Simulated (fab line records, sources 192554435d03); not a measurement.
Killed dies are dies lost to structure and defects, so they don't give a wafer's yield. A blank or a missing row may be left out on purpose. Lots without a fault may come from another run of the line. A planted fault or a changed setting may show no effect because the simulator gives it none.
Which tool did it? | flow n5_finfet | 10 lots, 30 wafers sampled, at 5 steps of a route of 1938

WHAT THE GAUGES READ, wafer by wafer
N5_BEOL_M4_RC_MEAS_101. Usual: DIBL_N 36.3 mV/V, standard deviation 1.1; DIBL_P 36.3 mV/V, standard deviation 1.4; IOFF_N 0.155 nA/um, standard deviation 0.019; IOFF_P 0.211 nA/um, standard deviation 0.027; ION_N 672 uA/um, standard deviation 8.5; ION_P 462 uA/um, standard deviation 5.8; SS_N 71.5 mV/dec, standard deviation 0.56; SS_P 73.3 mV/dec, standard deviation 0.52; VT_N 249.9 mV, standard deviation 2.5; VT_P -249.8 mV, standard deviation 2.8.
lot  | measured     | on        | DIBL_N (mV/V)  | DIBL_P (mV/V)  | IOFF_N (nA/um)    | IOFF_P (nA/um)    | ION_N (uA/um) | ION_P (uA/um) | SS_N (mV/dec)  | SS_P (mV/dec)  | VT_N (mV)         | VT_P (mV)            | flag
L250 | day 9 04:07  | prober-01 | 39.0 36.3 36.8 | 37.5 36.0 35.1 | 0.173 0.139 0.135 | 0.234 0.203 0.192 | 668 675 670   | 458 463 453   | 72.5 70.9 72.2 | 74.6 73.4 73.6 | 250.1 250.3 253.8 | -247.6 -250.4 -255.3 |
L252 | day 10 12:52 | prober-01 | 35.6 34.9 35.7 | 36.9 35.4 35.9 | 0.152 0.134 0.153 | 0.178 0.170 0.178 | 669 670 671   | 451 456 455   | 71.1 71.3 72.0 | 73.6 73.3 73.3 | 248.7 249.2 251.5 | -253.7 -252.4 -253.4 |
L258 | day 17 15:38 | prober-02 | 35.6 35.7 36.2 | 35.6 36.2 36.6 | 0.134 0.138 0.144 | 0.184 0.190 0.195 | 670 664 668   | 460 463 461   | 71.4 71.3 71.4 | 73.3 72.7 73.2 | 250.1 251.8 250.7 | -253.3 -253.4 -251.7 |
L259 | day 13 23:12 | prober-02 | 35.9 35.7 35.2 | 36.0 35.8 35.6 | 0.138 0.143 0.128 | 0.162 0.163 0.158 | 662 674 668   | 451 454 456   | 71.5 71.1 70.8 | 73.4 72.9 72.3 | 250.9 252.7 255.3 | -255.3 -254.2 -256.4 |
L262 | day 14 23:47 | prober-01 | 34.7 36.8 35.3 | 33.6 35.7 34.6 | 0.143 0.175 0.146 | 0.183 0.211 0.197 | 669 667 665   | 457 453 458   | 70.4 71.2 70.7 | 72.8 73.8 73.1 | 249.2 248.7 248.0 | -251.5 -250.6 -250.7 |
L263 | day 15 10:38 | prober-01 | 36.8 34.9 37.2 | 37.0 35.0 37.4 | 0.144 0.116 0.153 | 0.238 0.204 0.250 | 663 650 665   | 460 455 460   | 72.3 71.6 72.1 | 73.7 72.6 73.7 | 251.8 257.1 251.9 | -247.6 -250.4 -248.8 |
L264 | day 15 19:02 | prober-02 | 36.0 34.5 36.7 | 35.6 33.9 36.1 | 0.151 0.128 0.169 | 0.238 0.210 0.253 | 667 662 682   | 468 464 467   | 71.7 70.8 71.6 | 73.2 72.8 72.9 | 248.3 253.7 245.5 | -246.1 -245.9 -243.8 |
L268 | day 17 01:21 | prober-02 | 38.3 37.5 36.9 | 37.3 35.8 35.6 | 0.176 0.154 0.149 | 0.236 0.206 0.204 | 677 680 669   | 462 465 457   | 71.2 71.6 71.5 | 73.9 73.1 73.6 | 245.9 252.5 250.5 | -248.3 -249.6 -249.6 |
L272 | day 17 17:07 | prober-01 | 35.6 36.3 36.0 | 35.2 34.7 35.2 | 0.158 0.159 0.158 | 0.210 0.200 0.205 | 682 666 675   | 464 459 458   | 72.1 72.0 71.3 | 73.3 73.4 73.0 | 248.2 249.2 249.8 | -248.4 -250.9 -249.2 |
L273 | day 16 04:41 | prober-02 | 37.2 38.7 37.2 | 36.6 36.8 35.6 | 0.171 0.196 0.161 | 0.241 0.250 0.223 | 678 671 674   | 467 461 464   | 72.2 72.8 71.9 | 73.7 73.2 73.3 | 251.6 246.3 247.5 | -246.2 -246.9 -249.5 |

WHICH TOOL RAN EACH LOT (tool, then ch and the chambers of the sampled wafers, then the start)
lot  | N5_HKMG_FIN_ALD_79                 | N5_HKMG_FIN_CVD_62                      | N5_HKMG_FIN_STRIP_19                 | N5_HKMG_FIN_NWFM_ALD_20
L250 | ald_metal-04 ch 1,2,3, day 4 02:22 | thermal_cvd_si-02 ch 0,1,2, day 4 02:43 | plasma_asher-02 ch 0,1, day 4 05:11  | ald_metal-04 ch 0,1,2, day 4 06:35
L252 | ald_metal-02 ch 0,1,3, day 4 12:50 | thermal_cvd_si-02 ch 0,1,2, day 4 13:15 | plasma_asher-01 ch 0,1, day 4 15:34  | ald_metal-01 ch 0,1, day 4 16:48
L258 | ald_metal-04 ch 1,3, day 6 04:05   | thermal_cvd_si-02 ch 0,2, day 6 04:27   | plasma_asher-02 ch 0,1, day 6 06:43  | ald_metal-02 ch 0,3, day 6 08:07
L259 | ald_metal-02 ch 1,2,3, day 6 12:11 | thermal_cvd_si-01 ch 0,1,2, day 6 12:33 | plasma_asher-02 ch 0,1, day 6 15:02  | ald_metal-04 ch 1,2,3, day 6 16:35
L262 | ald_metal-04 ch 2,3, day 7 03:02   | thermal_cvd_si-02 ch 0,1, day 7 03:24   | plasma_asher-02 ch 0,1, day 7 05:47  | ald_metal-04 ch 0,1,3, day 7 07:02
L263 | ald_metal-01 ch 0,1,2, day 7 08:30 | thermal_cvd_si-01 ch 1,2, day 7 08:52   | plasma_asher-01 ch 0, day 7 11:31    | ald_metal-02 ch 2,3, day 7 13:03
L264 | ald_metal-04 ch 0,1,2, day 7 13:16 | thermal_cvd_si-02 ch 0,2, day 7 13:38   | plasma_asher-02 ch 0,1, day 7 15:53  | ald_metal-01 ch 0,1, day 7 17:14
L268 | ald_metal-01 ch 1,2,3, day 8 13:43 | thermal_cvd_si-02 ch 0,2, day 8 14:05   | plasma_asher-01 ch 0,1, day 8 16:32  | ald_metal-02 ch 0,1,3, day 8 17:54
L272 | ald_metal-04 ch 0,2, day 9 15:05   | thermal_cvd_si-02 ch 0,1,2, day 9 15:27 | plasma_asher-02 ch 0,1, day 9 17:41  | ald_metal-01 ch 0,1, day 9 19:01
L273 | ald_metal-02 ch 1,2, day 10 00:36  | thermal_cvd_si-01 ch 1,2, day 10 00:58  | plasma_asher-02 ch 0,1, day 10 03:19 | ald_metal-02 ch 0,3, day 10 04:38
- N5_HKMG_FIN_ALD_79: deposits TiN, target thk 1.5 nm, pulse time 1 s, purge time 3 s.
- N5_HKMG_FIN_CVD_62: deposits a-Si from Si2H6, target thk 3 nm, time 20.8 s.
- N5_HKMG_FIN_STRIP_19: strips in N2/H2, time 360 s.
- N5_HKMG_FIN_NWFM_ALD_20: deposits TiAlC, target thk 2 nm, pulse time 3 s, purge time 2 s.

WHAT THE TOOLS THEMSELVES READ (means of the sampled wafers that have a number; where no wafer has one, the mark that the record gives instead)
N5_HKMG_FIN_ALD_79. Usual: heater_power_w 879 W, standard deviation 94; precursor_pulse_height_rel 1.002, standard deviation 0.019.
lot  | tool         | heater_power_w (W) | precursor_pulse_height_rel | flag
L250 | ald_metal-04 | 897                | 0.982                      |
L252 | ald_metal-02 | 898                | 1.005                      |
L258 | ald_metal-04 | 939                | 1.021                      |
L259 | ald_metal-02 | 983                | 0.985                      |
L262 | ald_metal-04 | 918                | 1.012                      |
L263 | ald_metal-01 | 791                | 1.002                      |
L264 | ald_metal-04 | 901                | 0.978                      |
L268 | ald_metal-01 | 782                | 0.987                      |
L272 | ald_metal-04 | 856                | 1.002                      |
L273 | ald_metal-02 | 995                | 0.999                      |

N5_HKMG_FIN_CVD_62. Usual: heater_power_w 1392 W, standard deviation 200.
lot  | tool              | heater_power_w (W) | flag
L250 | thermal_cvd_si-02 | 1460               |
L252 | thermal_cvd_si-02 | 1466               |
L258 | thermal_cvd_si-02 | 1590               |
L259 | thermal_cvd_si-01 | 1319               |
L262 | thermal_cvd_si-02 | 1295               |
L263 | thermal_cvd_si-01 | 1351               |
L264 | thermal_cvd_si-02 | 1575               |
L268 | thermal_cvd_si-02 | 1559               |
L272 | thermal_cvd_si-02 | 1461               |
L273 | thermal_cvd_si-01 | 1335               |

N5_HKMG_FIN_STRIP_19. Usual: drypump_motor_current_A 5.9 A, standard deviation 0.53; heater_power_w 427 W, standard deviation 22.
lot  | tool            | drypump_motor_current_A (A) | heater_power_w (W) | flag
L250 | plasma_asher-02 | 6.1                         | 448                |
L252 | plasma_asher-01 | 6.0                         | 402                |
L258 | plasma_asher-02 | 6.1                         | 446                |
L259 | plasma_asher-02 | 6.1                         | 454                |
L262 | plasma_asher-02 | 5.6                         | 449                |
L263 | plasma_asher-01 | 6.0                         | 408                |
L264 | plasma_asher-02 | 5.6                         | 444                |
L268 | plasma_asher-01 | 6.1                         | 411                |
L272 | plasma_asher-02 | 5.6                         | 448                |
L273 | plasma_asher-02 | 6.1                         | 452                |

N5_HKMG_FIN_NWFM_ALD_20. Usual: heater_power_w 491 W, standard deviation 55; precursor_pulse_height_rel 1.001, standard deviation 0.02.
lot  | tool         | heater_power_w (W) | precursor_pulse_height_rel | flag
L250 | ald_metal-04 | 502                | 0.993                      |
L252 | ald_metal-01 | 455                | 1.012                      |
L258 | ald_metal-02 | 503                | 0.999                      |
L259 | ald_metal-04 | 509                | 1.008                      |
L262 | ald_metal-04 | 514                | 0.999                      |
L263 | ald_metal-02 | 543                | 1.002                      |
L264 | ald_metal-01 | 453                | 0.982                      |
L268 | ald_metal-02 | 503                | 0.985                      |
L272 | ald_metal-01 | 438                | 0.984                      |
L273 | ald_metal-02 | 451                | 1.013                      |

THE ANSWER, worked out from the rows above alone
Rule: a lot is off if the mean of its wafers that have a number lies more than 3 standard deviations from the usual mean. A lot without any number at a reading at which 4 lots or more have one is off too. The other lots that the step has rows for count as sound. The gauges are gone through in route order, then the tools' own readings, and for those a lot's mean is taken as printed above. The first step at which some lot is off is used, and at that step the reading that is off furthest; a lot without a number counts as furthest.
No lot is off at any reading shown: from this, nothing can be told.

WHAT THE SIMULATOR HAD PUT IN
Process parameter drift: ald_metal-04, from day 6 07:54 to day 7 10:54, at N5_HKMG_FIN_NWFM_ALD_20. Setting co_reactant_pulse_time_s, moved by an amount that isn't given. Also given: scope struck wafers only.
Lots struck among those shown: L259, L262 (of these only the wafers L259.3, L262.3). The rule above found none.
